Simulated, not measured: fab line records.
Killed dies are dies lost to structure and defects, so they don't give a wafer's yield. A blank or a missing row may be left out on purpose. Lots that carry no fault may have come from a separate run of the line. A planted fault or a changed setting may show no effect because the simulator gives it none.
Split-lot experiment + flow n5 finfet + 7 lots, 21 wafers read, on a route of 1938 steps

== ON THE SPLIT ==
At N5_BEOL_M5_ETCH_72 (etches underlayer in N2/H2, target depth 6.5 nm, time 5.2 s), the setting bias w was moved away from the recipe's 150 W on 8 of the 21 wafers read, by -12.5% to +16.8%. All remaining wafers had this setting at the recipe value.

The reading comes from the split's own step.

== THE READING ==
rf vpp V, in V, at N5_BEOL_M5_ETCH_72 (etches underlayer in N2/H2, target depth 6.5 nm, time 5.2 s). Fault-free wafers of this fab line usually give 522.7 V, standard deviation 2 V.

| wafer  | tool, chamber at the split | bias w as run, W | against the recipe | rf vpp V, V | against lot-mates on the recipe |
|--------|----------------------------|------------------|--------------------|-------------|---------------------------------|
| L082.1 | rie diel-01, 3             | 175.2            | +16.8%             | 573.2       | +51.2                           |
| L082.2 | rie diel-01, 0             | 150              | recipe             | 522.0       | -                               |
| L082.4 | rie diel-01, 2             | 175.2            | +16.8%             | 575.8       | +53.8                           |
| L077.2 | rie diel-02, 2             | 150              | recipe             | 526.3       | -                               |
| L077.4 | rie diel-02, 3             | 169.1            | +12.7%             | 564.2       | +37.9                           |
| L077.5 | rie diel-02, 2             | 169.1            | +12.7%             | 567.8       | +41.5                           |
| L083.2 | rie diel-06, 3             | 150              | recipe             | 524.1       | -                               |
| L083.4 | rie diel-06, 0             | 150              | recipe             | 520.2       | -                               |
| L083.5 | rie diel-06, 2             | 150              | recipe             | 522.9       | -                               |
| L086.1 | rie diel-01, 1             | 162.7            | +8.5%              | 545.9       | +25.7                           |
| L086.3 | rie diel-01, 0             | 150              | recipe             | 520.2       | -                               |
| L086.5 | rie diel-01, 1             | 162.7            | +8.5%              | 549.2       | +29.0                           |
| L087.1 | rie diel-06, 2             | 150              | recipe             | 525.0       | -                               |
| L087.2 | rie diel-06, 0             | 150              | recipe             | 520.0       | -                               |
| L087.4 | rie diel-06, 3             | 150              | recipe             | 524.9       | -                               |
| L090.2 | rie diel-02, 0             | 150              | recipe             | 520.8       | -                               |
| L090.3 | rie diel-02, 2             | 131.2            | -12.5%             | 481.1       | -39.7                           |
| L090.5 | rie diel-02, 1             | 131.2            | -12.5%             | 479.8       | -41.0                           |
| L092.1 | rie diel-01, 2             | 150              | recipe             | 521.0       | -                               |
| L092.2 | rie diel-01, 0             | 150              | recipe             | 522.7       | -                               |
| L092.4 | rie diel-01, 1             | 150              | recipe             | 518.5       | -                               |

FIT RESULTS
A straight line over all 21 wafers: rf vpp V changes by +3.24 V for each +1% of bias w; r = +1.00; the points scatter about the line by 2.5 V.
The same after taking each lot's own level away (the mean of its wafers on the recipe; 21 wafers): +3.16 V for each +1%; r = +1.00; scatter 1.7 V.
Per that fit: largest bias w move, reading shift of 53 V.
Across the lots, their own levels run from 520.20 to 526.30 V, a range of 3.0 times the standard deviation given above.
Hence the lot-to-lot level has little effect on the slope; both slopes agree.
Check: for one of the wafers moved furthest among these (+16.8%), held out of the fit, the line's prediction against its lot-mates is +53.5 V. Against them it came out at +51.2 V.
Tool readings at the split's step, against how far the setting was moved: rf vpp V r = +1.00.

== FURTHER SPLITS ON THESE WAFERS ==
Note: prior to the reading, these wafers also went through further splits. Each is held against what the fit with the lots' levels taken away leaves over:
| other split on the same wafers | wafers away from the commonest value | r with rf vpp V (lot level and that fit taken away) |
|--------------------------------|--------------------------------------|-----------------------------------------------------|
| N5_BEOL_M4_COAT_73 spin rpm    | 6                                    | +0.29                                               |
| N5_BEOL_M4_DESCUM_33 time s    | 8                                    | -0.02                                               |
| N5_BEOL_M4_ETCH_70 bias w      | 12                                   | +0.06                                               |

== THE FILE'S OWN FIT ==
rf vpp V changes by +3.16 V for each +1% of bias w, r = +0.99.
